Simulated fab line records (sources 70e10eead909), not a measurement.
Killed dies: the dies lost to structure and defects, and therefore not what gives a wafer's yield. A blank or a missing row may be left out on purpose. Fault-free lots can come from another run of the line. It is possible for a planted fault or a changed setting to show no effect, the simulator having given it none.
Chamber matching -- flow nand-harc -- NHARC_A_M1_DESCUM_14 on rie-diel-02: 4 sister chambers
The step chemistry O2, time 3 s. 4 wafers are shown with their chamber, then 9 later ones without.

EACH WAFER AND ITS CHAMBER
wafer,chamber,drypump-motor-current-A (A)
L083.6,2,5.7
L085.1,1,4.9
L084.5,3,5.9
L084.6,0,5.2

WAFERS MISSING THEIR CHAMBER
wafer,drypump-motor-current-A (A)
L093.1,5.7
L093.2,5.9
L093.5,5.1
L096.2,5.9
L096.4,5.0
L096.6,5.9
L097.2,5.8
L097.4,5.7
L097.6,5.9

EACH ONE'S CHAMBER
wafer,from the rows above,in truth
L093.1,2,2
L093.2,3,3
L093.5,can't be placed: 0 or 1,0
L096.2,3,3
L096.4,can't be placed: 1 or 0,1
L096.6,3,3
L097.2,can't be placed: 2 or 3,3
L097.4,2,2
L097.6,3,3
Correctly placed: 6 of 9. These rows do not allow placing 3 (true chamber among the candidates in 3). 0 placed wrongly.
How it was worked out, from the rows above alone: a wafer's distance from a chamber is the root of the sum, over the readings, of the square of ((its reading less the chamber's mean) divided by the reading's scatter). The wafer belongs to the nearest chamber; if the next one is less than 2 further off, it can't be placed. Each chamber's mean is taken over the wafers shown for it. The scatter (one wafer shown for each chamber): square how far every hidden wafer sits from the nearest shown wafer, average those squares and take the square root.
